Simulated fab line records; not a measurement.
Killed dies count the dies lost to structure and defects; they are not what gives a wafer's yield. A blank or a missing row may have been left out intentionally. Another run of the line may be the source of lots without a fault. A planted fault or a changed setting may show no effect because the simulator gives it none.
One fault through the eyes of 3 desks | flow n5-finfet | what lay behind the numbers comes last; until then each desk has only its own

## THE DEFECT DESK
Per lot, the means of the sampled wafers with a number show what the inspections along the route counted. The brackets show how far a lot's mean lies from the usual mean; more than 4 standard deviations puts the lot out of limits, marked OUT.
Columns: A = raw-defect-count at N5_BEOL_M4_INSPECT_30, usual 426
lot  | first seen here | A
L193 | day 9 01:23     | 504
L201 | day 10 11:29    | 385
L204 | day 11 06:40    | 498
L205 | day 11 14:46    | 318
L208 | day 12 11:53    | 561
L210 | day 13 04:46    | 461
L211 | day 13 08:19    | 374
Result from this desk: across the 7 lots, nothing is out of limits.

## METROLOGY DESK
What the gauges read for every lot (on any tool): the sampled wafers with a number, averaged. The brackets show how far a lot's mean lies from the usual mean; more than 4 standard deviations puts the lot out of limits, marked OUT. It has 12 readings; the 7 that lie furthest out on some lot are the ones shown.
Columns: A = V3_OVL at N5_BEOL_M4_OVL_MEAS_29, usual -0.2 nm; B = IOFF_N at N5_BEOL_M4_RC_MEAS_101, usual 0.152 nA/um; C = IOFF_P at N5_BEOL_M4_RC_MEAS_101, usual 0.21 nA/um; D = ION_N at N5_BEOL_M4_RC_MEAS_101, usual 672 uA/um; E = ION_P at N5_BEOL_M4_RC_MEAS_101, usual 462 uA/um; F = SS_N at N5_BEOL_M4_RC_MEAS_101, usual 71.5 mV/dec; G = VT_P at N5_BEOL_M4_RC_MEAS_101, usual -250 mV
lot  | first seen here | A    | B     | C    | D   | E   | F    | G
L193 | day 9 01:18     | -1.1 | 0.134 | 0.17 | 665 | 453 | 71.1 | -253
L201 | day 10 11:23    | -0.9 | 0.153 | 0.20 | 677 | 464 | 71.4 | -251
L204 | day 11 06:34    | 0.1  | 0.134 | 0.20 | 666 | 458 | 71.3 | -252
L205 | day 11 14:41    | -0.5 | 0.195 | 0.28 | 700 | 482 | 72.2 | -245
L208 | day 12 11:49    | -0.1 | 0.135 | 0.21 | 672 | 465 | 70.7 | -252
L210 | day 13 04:41    | -1.3 | 0.168 | 0.23 | 669 | 464 | 71.7 | -248
L211 | day 13 08:13    | -0.3 | 0.145 | 0.22 | 665 | 460 | 70.7 | -248
Result from this desk: across the 7 lots, nothing is out of limits.

## TOOL OWNER'S DESK, ald-sin-02
The tool's own readings at N5_BEOL_M4_ALD_98 (deposits SiO2, target thk 2.5 nm, pulse time 1 s, co reactant pulse time 1 s): means of the sampled wafers that have a number, for each lot that ran on this tool. The brackets show how far a lot's mean lies from the usual mean; more than 4 standard deviations puts the lot out of limits, marked OUT.
Columns: A = chamber-pressure-Torr at N5_BEOL_M4_ALD_98, usual 2.000 Torr; B = heater-power-w at N5_BEOL_M4_ALD_98, usual 80 W; C = precursor-pulse-height-rel at N5_BEOL_M4_ALD_98, usual 0.999
lot  | first seen here | A     | B  | C
L193 | day 9 02:06     | 2.001 | 73 | 0.995
L204 | day 11 06:49    | 2.006 | 64 | 1.010
L205 | day 11 15:23    | 2.000 | 86 | 1.014
L208 | day 12 13:04    | 1.995 | 68 | 1.019
Result from this desk: across the 4 lots, nothing is out of limits.

## TAKEN TOGETHER
Nothing out of limits was seen by the defect desk.
The metrology desk saw nothing out of limits.
The tool owner's desk saw nothing out of limits.

## WHAT HAD BEEN PUT IN BY THE SIMULATOR
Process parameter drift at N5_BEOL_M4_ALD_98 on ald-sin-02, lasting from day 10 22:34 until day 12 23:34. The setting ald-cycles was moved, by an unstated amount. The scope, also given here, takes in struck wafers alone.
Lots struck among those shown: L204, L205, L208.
